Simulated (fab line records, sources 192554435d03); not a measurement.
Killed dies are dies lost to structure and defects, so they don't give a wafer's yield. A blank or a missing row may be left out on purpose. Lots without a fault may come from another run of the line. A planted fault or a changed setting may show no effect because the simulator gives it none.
fab line records | flow n5_finfet
record lots=15 wafers=45 last_day=17
route steps=1938 shown BEOL_M1@836 BEOL_M2@842 BEOL_M4@1111
lots that met no fault: from a run of the same line without faults
start_h: hours from the record's first day to the start of the lot's first wafer shown | wait_h: hours since the lot's step before | " the same as in the row above | L1.1+2: a row that stands for several wafers | - no value, or no start given | * or withheld: withheld | < > ~ a bound
route shown NAME@n: a module of which the file shows steps, and the number in the route of the first | usual: mean/standard deviation of fault-free wafers | same: alike in all rows | chamber/n: place in a boat | sites: the reading at each site | _std_site: their standard deviation | _edge_site: outer sites' mean less inner sites' | radius_mm: how far each site lies from the wafer's centre | mask NAME#n: copy n | behind: the tool/chamber that last shaped the wafer | hold: why the lot was held/for how many hours/how that ended | device: the transistor (n, p or np) that didn't switch | end of line: the same wafers' tests at the end of the route | a step without rows: its recipe alone | killed: dies lost to structure and defects at the first sort, not the wafer's yield | map: a wafer's dies, x killed, . not, _ none there
set.NAME: the setting as run; set.NAME@STEP: as run at that earlier step | model.NAME: the simulator's own value behind a step, which no gauge read
steps of the route over a sample of lots; a table a step, a row a wafer
services: from which hour (start_h, from the record's first day; less than 0 if before it) a tool's chamber was out of use, for how many hours, and why
## steps
# step N5_BEOL_M1_CO_CAP_55
# recipe material=Co target_thk_a=20 temp_c=200 precursor=CCTBA/H2 pressure_torr=30 time_s=102.1
# usual heater_power_w=231/9.6
# columns lot.wafer tool chamber start_h wait_h heater_power_w
L529.1 cvd_co-02 1 140.06 0.0 228
L529.3 " 2 " " 240
L529.6 " 0 " " 237
L530.1 cvd_co-02 2 143.97 0.0 238
L530.4 " 2 " " 245
L530.6 " 1 " " 227
L533.2 cvd_co-02 2 165.91 0.0 233
L533.4 " 0 " " 240
L533.6 " 2 " " 240
L532.1 cvd_co-02 1 166.86 0.0 227
L532.2 " 2 " " 238
L532.5 " 1 " " 225
L535.3 cvd_co-02 2 174.04 0.0 246
L535.5 " 2 " " 243
L535.6 " 0 " " 240
L536.1 cvd_co-02 1 175.02 0.0 223
L536.2 " 0 " " 236
L536.5 " 1 " " 228
L537.2 cvd_co-01 0 182.77 0.0 238
L537.3 " 2 " " 213
L537.4 " 1 " " 223
L539.1 cvd_co-02 2 196.95 0.0 232
L539.2 " 1 " " 226
L539.3 " 0 " " 237
L541.1 cvd_co-01 1 209.34 0.0 224
L541.5 " 0 " " 241
L541.6 " 1 " " 228
L545.1 cvd_co-01 1 227.33 0.0 223
L545.2 " 0 " " 244
L545.6 " 0 " " 238
L546.1 cvd_co-02 0 238.69 0.0 233
L546.2 " 2 " " 237
L546.4 " 0 " " 235
L547.2 cvd_co-02 1 244.85 0.0 224
L547.5 " 1 " " 225
L547.6 " 2 " " 235
L549.1 cvd_co-01 2 254.55 0.0 223
L549.2 " 1 " " 221
L549.6 " 0 " " 251
L550.1 cvd_co-02 2 259.07 0.0 244
L550.2 " 1 " " 223
L550.5 " 0 " " 232
L551.1 cvd_co-02 2 266.52 0.0 240
L551.2 " 1 " " 217
L551.5 " 2 " " 239
# step N5_BEOL_M2_THK_MEAS_01
# recipe reads=SiOC_of_BEOL_M2_ILD_DEP_00
# usual M2_ILD_THK=78.9/1.1
# columns lot.wafer tool chamber start_h wait_h M2_ILD_THK[nm]
L529.1 film_metro-01 - 140.38 0.0 74.8
L529.3 " - " " 76.9
L529.6 " - " " 77.9
L530.1 film_metro-01 - 144.30 0.1 80.5
L530.4 " - " " 82.2
L530.6 " - " " 81.3
L533.2 film_metro-01 - 166.22 0.1 78.7
L533.4 " - " " 78.9
L533.6 " - " " 80.0
L532.1 film_metro-02 - 167.17 0.0 77.8
L532.2 " - " " 79.2
L532.5 " - " " 80.1
L535.3 film_metro-01 - 174.40 0.1 78.0
L535.5 " - " " 80.1
L535.6 " - " " 79.6
L536.1 film_metro-02 - 175.36 0.0 77.2
L536.2 " - " " 76.4
L536.5 " - " " 77.2
L537.2 film_metro-02 - 183.08 0.1 79.4
L537.3 " - " " 79.1
L537.4 " - " " 80.2
L539.1 film_metro-01 - 197.27 0.0 78.5
L539.2 " - " " 78.2
L539.3 " - " " 79.0
L541.1 film_metro-02 - 209.68 0.1 79.0
L541.5 " - " " 79.2
L541.6 " - " " 80.0
L545.1 film_metro-01 - 227.64 0.0 77.7
L545.2 " - " " 77.7
L545.6 " - " " 77.6
L546.1 film_metro-01 - 239.02 0.0 79.3
L546.2 " - " " 77.1
L546.4 " - " " 77.0
L547.2 film_metro-02 - 245.16 0.1 77.7
L547.5 " - " " 79.7
L547.6 " - " " 79.4
L549.1 film_metro-01 - 254.88 0.1 77.8
L549.2 " - " " 78.0
L549.6 " - " " 78.7
L550.1 film_metro-01 - 259.40 0.1 77.8
L550.2 " - " " 78.1
L550.5 " - " " 79.8
L551.1 film_metro-02 - 266.85 0.1 78.7
L551.2 " - " " 77.0
L551.5 " - " " 78.9
# step N5_BEOL_M2_INSPECT_13
# recipe mode=adi inspect_instrument=brightfield
# usual raw_defect_count=423/100
# columns lot.wafer tool chamber start_h wait_h raw_defect_count
L529.1 defect_inspect-02 - 142.43 0.4 268
L529.3 " - " " 394
L529.6 " - " " 258
L530.1 defect_inspect-02 - 145.68 0.1 469
L530.4 " - " " 453
L530.6 " - " " 479
L533.2 defect_inspect-01 - 167.65 0.0 856
L533.4 " - " " 498
L533.6 " - " " 615
L532.1 defect_inspect-01 - 168.38 0.1 269
L532.2 " - " " 342
L532.5 " - " " 261
L535.3 defect_inspect-01 - 175.28 0.0 395
L535.5 " - " " 509
L535.6 " - " " 411
L536.1 defect_inspect-01 - 176.70 0.1 504
L536.2 " - " " 458
L536.5 " - " " 475
L537.2 defect_inspect-02 - 183.89 0.0 387
L537.3 " - " " 357
L537.4 " - " " 373
L539.1 defect_inspect-01 - 198.73 0.1 680
L539.2 " - " " 386
L539.3 " - " " 375
L541.1 defect_inspect-02 - 215.91 0.1 391
L541.5 " - " " 310
L541.6 " - " " 343
L545.1 defect_inspect-02 - 228.88 0.1 327
L545.2 " - " " 373
L545.6 " - " " 412
L546.1 defect_inspect-02 - 239.60 0.1 369
L546.2 " - " " 262
L546.4 " - " " 389
L547.2 defect_inspect-02 - 247.12 0.0 335
L547.5 " - " " 326
L547.6 " - " " 251
L549.1 defect_inspect-02 - 255.86 0.1 379
L549.2 " - " " 512
L549.6 " - " " 358
L550.1 defect_inspect-01 - 260.85 0.1 315
L550.2 " - " " 438
L550.5 " - " " 350
L551.1 defect_inspect-01 - 268.13 0.1 354
L551.2 " - " " 385
L551.5 " - " " 452
# step N5_BEOL_M2_HM_OPEN_17
# recipe chemistry=Cl2/BCl3 target_depth_a=200 overetch_a=60 target=TiN mask_material=SOC ion_energy_ev=150 pressure_mtorr=10 icp_w=1000 bias_w=126 Cl2_flow_sccm=53.25 bcl3_flow_sccm=21.75 Ar_flow_sccm=25
# usual bcl3_flow_sccm=21.75/0.067 bias_w=126.0/0.37 drypump_motor_current_A=5.6/0.36 he_backside_leak_sccm=3.4/0.32 oes_product_au=0.71/0.088 throttle_valve_pct=22.08/0.15
# columns lot.wafer tool chamber start_h wait_h bcl3_flow_sccm bias_w drypump_motor_current_A he_backside_leak_sccm oes_product_au rf_hours_counter_h throttle_valve_pct
L529.1 rie_metal-02 1 142.72 0.0 21.66 126.7 5.3 3.5 0.87 0 22.38
L529.3 " 0 " " 21.73 126.0 6.2 3.5 0.55 - 22.18
L529.6 " 0 " " 21.72 126.0 6.2 3.6 0.56 - 22.17
L530.1 rie_metal-03 0 146.23 0.0 21.70 125.8 5.6 3.3 0.70 29 22.02
L530.4 " 0 " " 21.81 126.3 5.6 3.4 0.69 - 22.03
L530.6 " 0 " " 21.74 125.7 5.7 3.5 0.70 - 22.02
L533.2 rie_metal-01 0 168.03 0.0 21.71 125.7 5.2 3.2 0.74 14 21.94
L533.4 " 1 " " 21.74 126.9 5.5 3.4 0.80 - 21.96
L533.6 " 0 " " 21.74 126.1 5.2 3.4 0.74 - 21.94
L532.1 rie_metal-03 1 169.00 0.0 21.65 126.1 5.8 3.4 0.78 7 21.96
L532.2 " 0 " " 21.81 126.2 5.6 3.6 0.70 31 22.01
L532.5 " 1 " " 21.62 125.9 5.8 3.3 0.78 - 21.94
L535.3 rie_metal-03 1 175.60 0.1 21.77 126.5 5.7 3.2 0.77 - 21.96
L535.5 " 0 " " 21.72 126.0 5.6 3.5 0.69 - 22.03
L535.6 " 1 " " 21.77 126.0 5.7 3.3 0.77 - 21.96
L536.1 rie_metal-02 1 176.99 0.0 21.76 126.1 5.3 3.3 0.82 4 22.40
L536.2 " 0 " " 21.72 125.6 6.2 3.4 0.55 114 22.18
L536.5 " 1 " " 21.76 125.6 5.3 3.3 0.82 - 22.40
L537.2 rie_metal-03 1 184.55 0.0 21.73 126.1 5.7 3.3 0.76 9 21.96
L537.3 " 1 " " 21.74 125.4 5.7 3.3 0.77 - 21.97
L537.4 " 0 " " 21.86 126.1 5.7 3.4 0.68 - 22.02
L539.1 rie_metal-02 1 199.01 0.0 21.72 126.2 5.3 3.2 0.81 5 22.39
L539.2 " 0 " " 21.80 125.8 6.2 3.5 0.55 116 22.18
L539.3 " 1 " " 21.71 126.1 5.3 3.3 0.81 - 22.41
L541.1 rie_metal-01 1 216.20 0.0 21.80 125.4 5.5 3.5 0.76 9 21.98
L541.5 " 1 " " 21.81 125.5 5.5 3.4 0.76 - 21.98
L541.6 " 0 " " 21.86 126.8 5.2 3.1 0.72 - 21.95
L545.1 rie_metal-02 0 229.16 0.0 - - - - - - -
L545.2 " 1 " " - - - - - - -
L545.6 " 1 " " - - - - - - -
L546.1 rie_metal-03 0 239.90 0.0 - - - - - - -
L546.2 " 1 " " - - - - - - -
L546.4 " 0 " " - - - - - - -
L547.2 rie_metal-01 0 247.40 0.0 - - - - - - -
L547.5 " 0 " " - - - - - - -
L547.6 " 1 " " - - - - - - -
L549.1 rie_metal-03 1 256.15 0.0 21.84 126.0 5.7 3.3 0.75 14 21.96
L549.2 " 0 " " 21.76 126.0 5.7 3.7 0.67 38 22.03
L549.6 " 0 " " 21.77 126.0 5.6 3.8 0.67 - 22.04
L550.1 rie_metal-02 0 261.14 0.0 21.81 126.7 6.3 3.6 0.54 123 22.20
L550.2 " 1 " " 21.74 126.2 5.3 3.4 0.78 11 22.41
L550.5 " 1 " " 21.81 126.4 5.3 3.4 0.78 - 22.40
L551.1 rie_metal-01 0 268.42 0.0 21.74 125.4 5.2 3.0 0.71 24 21.98
L551.2 " 1 " " 21.89 126.3 5.5 3.5 0.74 14 21.99
L551.5 " 1 " " 21.72 125.8 5.5 3.4 0.74 - 21.99
# step N5_BEOL_M2_CD_MEAS_18
# recipe pitch_nm=36 target_cd_nm=18
# usual cd_nm=18.2/0.37
# columns lot.wafer tool chamber start_h wait_h cd_nm
L529.1 cd_sem-03 - 142.92 0.0 18.0
L529.3 " - " " 18.7
L529.6 " - " " 17.9
L530.1 cd_sem-02 - 146.50 0.0 17.9
L530.4 " - " " 18.0
L530.6 " - " " 18.3
L533.2 cd_sem-02 - 168.25 0.1 18.0
L533.4 " - " " 17.7
L533.6 " - " " 18.2
L532.1 cd_sem-03 - 169.25 0.0 18.3
L532.2 " - " " 17.9
L532.5 " - " " 17.8
L535.3 cd_sem-01 - 175.77 0.1 18.0
L535.5 " - " " 18.4
L535.6 " - " " 18.5
L536.1 cd_sem-03 - 177.18 0.0 18.1
L536.2 " - " " 18.4
L536.5 " - " " 18.1
L537.2 cd_sem-01 - 184.76 0.1 18.2
L537.3 " - " " 18.9
L537.4 " - " " 17.8
L539.1 cd_sem-01 - 199.23 0.0 18.5
L539.2 " - " " 18.1
L539.3 " - " " 19.5
L541.1 cd_sem-02 - 216.38 0.0 18.1
L541.5 " - " " 17.8
L541.6 " - " " 18.3
L545.1 cd_sem-02 - 229.38 0.0 -
L545.2 " - " " -
L545.6 " - " " -
L546.1 cd_sem-02 - 240.08 0.0 -
L546.2 " - " " -
L546.4 " - " " -
L547.2 cd_sem-01 - 247.76 0.1 -
L547.5 " - " " -
L547.6 " - " " -
L549.1 cd_sem-01 - 256.33 0.0 18.0
L549.2 " - " " 18.3
L549.6 " - " " 18.6
L550.1 cd_sem-03 - 261.35 0.1 18.1
L550.2 " - " " 17.7
L550.5 " - " " 17.4
L551.1 cd_sem-02 - 268.60 0.0 18.8
L551.2 " - " " 18.8
L551.5 " - " " 18.1
# step N5_BEOL_M4_RC_MEAS_101
# usual DIBL_N=35.8/1.8 DIBL_P=35.6/2 IOFF_N=0.148/0.028 IOFF_P=0.20/0.034 ION_N=672/12 ION_P=462/8.5 SS_N=71.2/0.65 SS_P=73.1/0.67 VT_N=251/3.3 VT_P=-251/3.8
# columns lot.wafer tool chamber start_h wait_h DIBL_N[mV/V] DIBL_P[mV/V] IOFF_N[nA/um] IOFF_P[nA/um] ION_N[uA/um] ION_P[uA/um] SS_N[mV/dec] SS_P[mV/dec] VT_N[mV] VT_P[mV]
L530.1 prober-01 0 168.26 0.0 35.3 35.9 0.161 0.22 685 471 71.8 73.3 252 -248
L530.4 " 0 " " 34.6 34.8 0.154 0.20 675 462 71.3 73.1 250 -248
L530.6 " 0 " " 35.5 35.3 0.159 0.22 682 471 72.4 72.5 252 -248
L529.1 prober-01 0 170.97 0.0 37.7 38.6 0.156 0.22 647 451 72.1 73.9 252 -247
L529.3 " 0 " " 36.9 36.7 0.151 0.20 672 461 70.9 72.5 252 -248
L529.6 " 0 " " 36.8 37.4 0.145 0.21 674 464 70.4 73.5 250 -248
L533.2 prober-01 0 196.57 0.2 37.6 36.9 0.169 0.20 693 465 71.9 73.8 245 -252
L533.4 " 0 " " 37.9 37.5 0.162 0.22 684 461 71.7 74.0 247 -249
L533.6 " 0 " " 36.8 35.5 0.147 0.18 675 462 71.4 72.9 251 -254
L532.1 prober-01 0 199.23 0.0 36.3 37.7 0.161 0.19 686 464 71.5 72.9 250 -256
L532.2 " 0 " " 35.4 38.2 0.152 0.20 674 463 71.5 72.6 252 -254
L532.5 " 0 " " 36.7 37.9 0.165 0.19 671 461 71.0 73.1 250 -256
L535.3 prober-01 0 202.41 0.3 38.1 36.8 0.191 0.26 692 481 71.9 72.9 247 -244
L535.5 " 0 " " 37.8 36.6 0.178 0.26 686 475 71.9 73.2 247 -242
L535.6 " 0 " " 37.9 36.3 0.174 0.23 685 468 71.4 73.2 248 -246
L536.1 prober-01 0 204.22 0.0 33.9 31.6 0.107 0.17 652 459 70.5 72.6 255 -251
L536.2 " 0 " " 36.2 35.5 0.157 0.23 682 474 71.4 73.2 250 -246
L536.5 " 0 " " 36.4 35.4 0.153 0.22 667 462 71.6 73.1 250 -247
L537.2 prober-02 0 218.26 0.2 34.6 34.3 0.121 0.19 663 457 70.1 73.5 253 -249
L537.3 " 0 " " 35.9 35.7 0.136 0.21 674 467 71.3 72.8 252 -247
L537.4 " 0 " " 35.2 34.7 0.137 0.19 677 468 70.8 72.4 250 -249
L539.1 prober-01 0 231.54 0.0 35.1 34.7 0.135 0.18 666 458 71.8 71.9 252 -251
L539.2 " 0 " " 35.3 35.3 0.146 0.18 673 456 71.5 72.5 249 -251
L539.3 " 0 " " 34.7 34.5 0.150 0.18 697 468 70.6 72.7 248 -251
L541.1 prober-02 0 247.13 0.0 39.7 38.6 0.244 0.31 677 467 73.2 74.3 245 -242
L541.5 " 0 " " 36.7 35.2 0.162 0.25 668 468 72.6 73.2 252 -243
L541.6 " 0 " " 38.2 37.0 0.192 0.27 669 459 72.4 74.0 248 -248
L549.1 prober-01 0 290.31 0.0 38.6 41.2 0.200 0.27 678 464 72.5 74.2 245 -247
L549.2 " 0 " " 37.8 39.5 0.181 0.24 684 462 71.2 73.9 247 -249
L549.6 " 0 " " 38.0 39.9 0.183 0.25 682 472 72.0 74.1 250 -247
L550.1 prober-02 0 306.87 0.0 35.8 35.0 0.147 0.19 677 463 71.3 72.4 250 -248
L550.2 " 0 " " 38.4 37.4 0.197 0.24 691 478 71.6 72.5 246 -247
L550.5 " 0 " " 35.3 33.1 0.138 0.18 682 464 71.0 71.9 254 -250
L551.1 prober-02 0 310.71 0.0 34.5 34.1 0.145 0.19 673 471 70.7 72.4 249 -249
L551.2 " 0 " " 35.1 35.6 0.163 0.21 687 470 70.5 72.9 246 -247
L551.5 " 0 " " 35.3 35.2 0.164 0.21 692 469 70.9 72.9 247 -247
## services
# columns tool chamber start_h hours kind
cvd_co-02 1 117.40 - clean
cvd_co-02 1 117.40 22.0 scheduled_down
cvd_co-02 1 117.40 22.0 vent_cycle
rie_metal-02 1 136.39 1.8 repair
cvd_co-01 2 143.50 16.4 repair
rie_metal-03 1 145.12 1.7 repair
rie_metal-01 - 148.56 1.0 repair
cvd_co-01 - 164.81 14.6 pm
rie_metal-02 1 206.40 14.0 repair
cvd_co-01 - 212.47 5.0 repair
rie_metal-02 0 219.95 4.2 repair
rie_metal-03 - 234.61 0.4 repair
rie_metal-01 - 263.39 0.9 repair
## key
first_sign step=N5_BEOL_M2_HM_OPEN_17 reading=tool_record direction=missing
effect step=N5_BEOL_M2_CD_MEAS_18 reading=cd_nm direction=missing
met_at N5_BEOL_M2_HM_OPEN_17
struck_lots L545,L546,L547
later_rows_left_out L545.1,L545.2,L545.6,L546.1,L546.2,L546.4,L547.2,L547.5,L547.6
sort_left_out L545.1,L545.2,L545.6,L546.1,L546.2,L546.4,L547.2,L547.5,L547.6
not_acting_at N5_BEOL_M1_CO_CAP_55,N5_BEOL_M2_THK_MEAS_01,N5_BEOL_M2_INSPECT_13
onset_between 216.20 229.16
fault kind=skipped_step_whole tool=rie_metal-01,rie_metal-02,rie_metal-03 chamber=- onset_h=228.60 steps=N5_BEOL_M2_HM_OPEN_17 scope=struck_lots_only
# sort_left_out: the simulated sort isn't trusted on such a fault, so these wafers' sort isn't shown, and their yield isn't known
# later_rows_left_out: the simulator's readings of these wafers behind a module that went badly wrong aren't trusted and aren't shown, but for the sort
